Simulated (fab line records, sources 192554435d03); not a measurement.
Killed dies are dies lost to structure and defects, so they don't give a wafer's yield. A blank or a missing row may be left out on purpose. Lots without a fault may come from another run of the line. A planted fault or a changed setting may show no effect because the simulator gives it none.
Split-lot experiment | flow n5_finfet | 7 lots, 21 wafers read, on a route of 1938 steps

THE SPLIT
At N5_HKMG_FIN_ETCH_32 (etches SOC in N2/H2, target depth 240 nm, time 300 s), the setting source_w was moved away from the recipe's 840 W on 3 of the 21 wafers read, by -10.3% to +8.2%. The other wafers ran this setting at the recipe's value.

The reading is taken at the split's own step.

THE READING
rf_vpp_V, in V, at N5_HKMG_FIN_ETCH_32 (etches SOC in N2/H2, target depth 240 nm, time 300 s). Fault-free wafers of this fab line usually give 523.7 V, standard deviation 2.5 V.

wafer  | tool, chamber at the split | source_w as run, W | against the recipe | rf_vpp_V, V | against lot-mates on the recipe
L076.1 | rie_diel-01, 2             | 840                | recipe             | 522.3       | -
L076.5 | rie_diel-01, 2             | 840                | recipe             | 523.1       | -
L076.6 | rie_diel-01, 3             | 840                | recipe             | 522.2       | -
L080.4 | rie_diel-02, 2             | 840                | recipe             | 523.0       | -
L080.5 | rie_diel-02, 0             | 840                | recipe             | 526.0       | -
L080.6 | rie_diel-02, 3             | 753.2              | -10.3%             | 545.1       | +20.6
L082.3 | rie_diel-06, 0             | 840                | recipe             | 526.6       | -
L082.4 | rie_diel-06, 3             | 840                | recipe             | 520.0       | -
L082.6 | rie_diel-06, 1             | 840                | recipe             | 524.8       | -
L083.3 | rie_diel-01, 1             | 908.5              | +8.2%              | 509.0       | -15.4
L083.4 | rie_diel-01, 2             | 908.5              | +8.2%              | 509.2       | -15.2
L083.5 | rie_diel-01, 1             | 840                | recipe             | 524.4       | -
L084.1 | rie_diel-06, 0             | 840                | recipe             | 528.7       | -
L084.3 | rie_diel-06, 2             | 840                | recipe             | 521.8       | -
L084.6 | rie_diel-06, 3             | 840                | recipe             | 520.0       | -
L085.1 | rie_diel-06, 3             | 840                | recipe             | 521.1       | -
L085.3 | rie_diel-06, 2             | 840                | recipe             | 522.6       | -
L085.6 | rie_diel-06, 2             | 840                | recipe             | 522.5       | -
L096.3 | rie_diel-06, 1             | 840                | recipe             | 522.8       | -
L096.5 | rie_diel-06, 2             | 840                | recipe             | 521.5       | -
L096.6 | rie_diel-06, 3             | 840                | recipe             | 520.1       | -

THE FIT
A straight line over all 21 wafers: rf_vpp_V changes by -1.9 V for each +1% of source_w; r = -0.94; the points scatter about the line by 2.3 V.
The same after taking each lot's own level away (the mean of its wafers on the recipe; 21 wafers): -1.93 V for each +1%; r = -0.96; scatter 2 V.
On that fit, the largest move of source_w shifts the reading by 20 V.
The lots' own levels span 521.47 to 524.50 V, that is 1.2 times the standard deviation above.
So the lot-to-lot level changes the slope little: the two slopes agree.
Check: with one of the wafers moved furthest among these (-10.3%) left out of the fit, the line predicts +19.4 V for it against its lot-mates. It came out at +20.6 V against them.
Tool readings at the split's step, against how far the setting was moved: rf_vpp_V r = -0.94.

OTHER SPLITS ON THESE WAFERS
These wafers also went through other splits before the reading. Each is held against what the fit with the lots' levels taken away leaves over:
other split on the same wafers | wafers away from the commonest value | r with rf_vpp_V (lot level and that fit taken away)
N5_SDB_COAT_03 spin_rpm        | 5                                    | -0.14

THE WHOLE CHAIN: every reading that the file lists as answering this split, in the file's order
step                | what it does                                         | reading                                                                    | change (the file's fit)              | r (the file's)
N5_HKMG_FIN_ETCH_32 | etches SOC in N2/H2, target depth 240 nm, time 300 s | rf_vpp_V                                                                   | -1.95 V for each +1% of the setting  | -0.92
N5_HKMG_FIN_ETCH_32 | etches SOC in N2/H2, target depth 240 nm, time 300 s | HKMG_FIN.feature_depth_nm (the simulator's own value, which no gauge read) | +2.14 nm for each +1% of the setting | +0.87
N5_HKMG_FIN_ETCH_32 | etches SOC in N2/H2, target depth 240 nm, time 300 s | etch.depth_nm (the simulator's own value, which no gauge read)             | +2.13 nm for each +1% of the setting | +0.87

THE FILE'S OWN FIT
rf_vpp_V changes by -1.95 V for each +1% of source_w, r = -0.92.
